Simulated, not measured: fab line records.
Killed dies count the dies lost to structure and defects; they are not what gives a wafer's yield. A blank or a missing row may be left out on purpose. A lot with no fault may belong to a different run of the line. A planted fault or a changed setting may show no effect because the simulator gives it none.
Split-lot study | flow n5Finfet | route with 1938 steps; 7 lots, 21 wafers read

THE SPLIT
At N5_SD_EPI_P_COAT_03 (resist thk 150 nm), the setting spinRpm was moved away from the recipe's 1500 rpm on 7 of the 21 wafers read, by -5.6% to +9.1%. This setting was run at the recipe's value on the other wafers.

FROM THE SPLIT TO THE READING: what the file shows between them, 4 steps
- N5_SD_EPI_P_EBR_05
- N5_SD_EPI_P_SOFTBAKE_04: time 60 s
- N5_SD_EPI_P_EXPOSE_06: exposes mask SD P BLK, target cd 240 nm
- N5_SD_EPI_P_PEB_07: peb time 60 s

THE READING
CAR-ArF-block_of_SD_EPI_P_COAT_03.thkNm (the simulator's own value, which no gauge read), in nm, at N5_SD_EPI_P_DEVELOP_08 (develop time 30 s). The file gives no usual value for it. The 14 wafers here that ran the recipe average 148.6 nm, standard deviation 0.3 nm.

wafer  | tool, chamber at the split | spinRpm as run, rpm | against the recipe | CAR-ArF-block_of_SD_EPI_P_COAT_03.thkNm, nm | against lot-mates on the recipe
L078.1 | lithoTrack-05, 0           | 1432                | -4.5%              | 152                                         | +3.9
L078.3 | lithoTrack-05, 0           | 1500                | recipe             | 148                                         | -
L078.6 | lithoTrack-05, 0           | 1500                | recipe             | 148.2                                       | -
L079.1 | lithoTrack-01, 0           | 1500                | recipe             | 148.6                                       | -
L079.3 | lithoTrack-01, 0           | 1500                | recipe             | 148.4                                       | -
L079.6 | lithoTrack-01, 0           | 1500                | recipe             | 148.8                                       | -
L081.3 | lithoTrack-01, 0           | 1425                | -5.0%              | 152.8                                       | +4.0
L081.5 | lithoTrack-01, 0           | 1500                | recipe             | 148.8                                       | -
L081.6 | lithoTrack-01, 0           | 1425                | -5.0%              | 153.4                                       | +4.6
L088.1 | lithoTrack-05, 0           | 1500                | recipe             | 148.8                                       | -
L088.3 | lithoTrack-05, 0           | 1500                | recipe             | 148.6                                       | -
L088.4 | lithoTrack-05, 0           | 1500                | recipe             | 149                                         | -
L090.2 | lithoTrack-01, 0           | 1614                | +7.6%              | 142.8                                       | -6.0
L090.4 | lithoTrack-01, 0           | 1500                | recipe             | 148.8                                       | -
L090.5 | lithoTrack-01, 0           | 1500                | recipe             | 148.8                                       | -
L092.1 | lithoTrack-03, 0           | 1500                | recipe             | 148.2                                       | -
L092.3 | lithoTrack-03, 0           | 1636                | +9.1%              | 142                                         | -6.2
L092.5 | lithoTrack-03, 0           | 1636                | +9.1%              | 142.2                                       | -6.0
L095.1 | lithoTrack-05, 0           | 1500                | recipe             | 148.8                                       | -
L095.3 | lithoTrack-05, 0           | 1500                | recipe             | 149                                         | -
L095.6 | lithoTrack-05, 0           | 1416                | -5.6%              | 153.8                                       | +4.9

FIT RESULTS
A straight line over all 21 wafers: CAR-ArF-block_of_SD_EPI_P_COAT_03.thkNm changes by -0.779 nm for each +1% of spinRpm; r = -0.99; the points scatter about the line by 0.4 nm.
The same after taking each lot's own level away (the mean of its wafers on the recipe; 21 wafers): -0.757 nm for each +1%; r = -0.99; scatter 0.34 nm.
That fit puts the effect of the largest move of spinRpm on the reading at 6.9 nm.
The span of the lots' own levels, 148.10 to 148.90 nm, comes to 2.7 times the standard deviation stated above.
Consequently the slope shifts little with the lot-to-lot level, the two slopes agreeing.
Check: with one of the wafers moved furthest among these (+9.1%) left out of the fit, the line predicts -6.9 nm for it against its lot-mates. It came out at -6.2 nm against them.

THESE WAFERS: OTHER SPLITS
These wafers also went through other splits before the reading. Each is held against what the fit with the lots' levels taken away leaves over:
other split on the same wafers      | wafers away from the commonest value | r with CAR-ArF-block_of_SD_EPI_P_COAT_03.thkNm (lot level and that fit taken away)
N5_ZERO_LAYER_PECVD_02 timeS        | 6                                    | +0.07
N5_ZERO_LAYER_EXPOSE_08 doseMj      | 6                                    | +0.05
N5_WELL_APT_PEB_06 pebTempC         | 8                                    | -0.37
N5_WELL_APT_DEVELOP_07 developTimeS | 6                                    | +0.37
N5_FIN_SAQP_ETCH_65 timeS           | 6                                    | +0.16
N5_FIN_CUT_EXPOSE_05 doseMj         | 5                                    | +0.33
N5_DUMMY_GATE_COAT_28 spinRpm       | 6                                    | +0.01

THE WHOLE CHAIN: every reading that the file lists as answering this split, in the file's order
step                   | what it does      | reading                                                                                  | change (the file's fit)               | r (the file's)
N5_SD_EPI_P_COAT_03    | resist thk 150 nm | CAR-ArF-block_of_SD_EPI_P_COAT_03.thkNm (the simulator's own value, which no gauge read) | -0.758 nm for each +1% of the setting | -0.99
N5_SD_EPI_P_DEVELOP_08 | develop time 30 s | CAR-ArF-block_of_SD_EPI_P_COAT_03.thkNm (the simulator's own value, which no gauge read) | -0.772 nm for each +1% of the setting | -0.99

FILE'S OWN FIT
CAR-ArF-block_of_SD_EPI_P_COAT_03.thkNm changes by -0.772 nm for each +1% of spinRpm, r = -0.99.
